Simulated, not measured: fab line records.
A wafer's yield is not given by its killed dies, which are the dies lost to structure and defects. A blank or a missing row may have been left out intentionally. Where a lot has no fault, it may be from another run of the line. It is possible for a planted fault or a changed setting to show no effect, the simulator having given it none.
Matching of chambers + flow n5-finfet + N5_BEOL_M4_CMP_52 on cmp-03: 4 sister chambers
The step polishes, stops on SiOC, t overpolish 6.8 s, target thk 40 nm. 8 wafers are shown with their chamber, then 9 later ones without.

EACH WAFER AND ITS CHAMBER
| wafer  | chamber | motor-current-A (A) | time-to-endpoint-s (s) |
|--------|---------|---------------------|------------------------|
| L083.6 | 3       | 5.8                 | 57                     |
| L085.2 | 0       | 5.2                 | 60                     |
| L086.1 | 1       | 5.3                 | 59                     |
| L086.2 | 2       | 6.4                 | 65                     |
| L086.4 | 3       | 5.3                 | 58                     |
| L087.2 | 2       | 6.2                 | 66                     |
| L087.3 | 1       | 5.4                 | 59                     |
| L087.6 | 0       | 5.3                 | 59                     |

WAFERS MISSING THEIR CHAMBER
| wafer  | motor-current-A (A) | time-to-endpoint-s (s) |
|--------|---------------------|------------------------|
| L090.1 | 5.1                 | 61                     |
| L090.4 | 5.3                 | 58                     |
| L090.6 | 5.2                 | 58                     |
| L088.1 | 6.5                 | 68                     |
| L088.2 | 5.8                 | 64                     |
| L088.4 | 5.3                 | 62                     |
| L093.1 | 5.4                 | 63                     |
| L093.5 | 5.0                 | 64                     |
| L093.6 | 5.5                 | 64                     |

CHAMBER TAKEN BY EACH
| wafer  | from the rows above          | in truth                   |
|--------|------------------------------|----------------------------|
| L090.1 | can't be placed: 0 or 1      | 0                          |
| L090.4 | can't be placed: 3 or 1 or 0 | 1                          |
| L090.6 | can't be placed: 1 or 3 or 0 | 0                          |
| L088.1 | 2                            | 2                          |
| L088.2 | 2                            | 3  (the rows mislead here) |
| L088.4 | can't be placed: 0 or 1      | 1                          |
| L093.1 | can't be placed: 0 or 2 or 1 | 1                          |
| L093.5 | can't be placed: 2 or 0 or 1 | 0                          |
| L093.6 | 2                            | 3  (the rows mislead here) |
1 of 9 placed correctly. Unplaceable from these rows: 6, with the true chamber sitting among the candidates in 6. 2 placed wrongly.
How it was worked out, from the rows above alone: a wafer's distance from a chamber is the root of the sum, over the readings, of the square of ((its reading less the chamber's mean) divided by the reading's scatter). If the next closest chamber is less than 2 further off than the closest, the wafer can't be placed; otherwise it belongs to the closest. Each chamber's mean is taken over the wafers shown for it. The scatter is the square root of a quotient: the sum, over the shown wafers, of each reading's squared deviation from its chamber's mean, divided by wafers minus chambers.
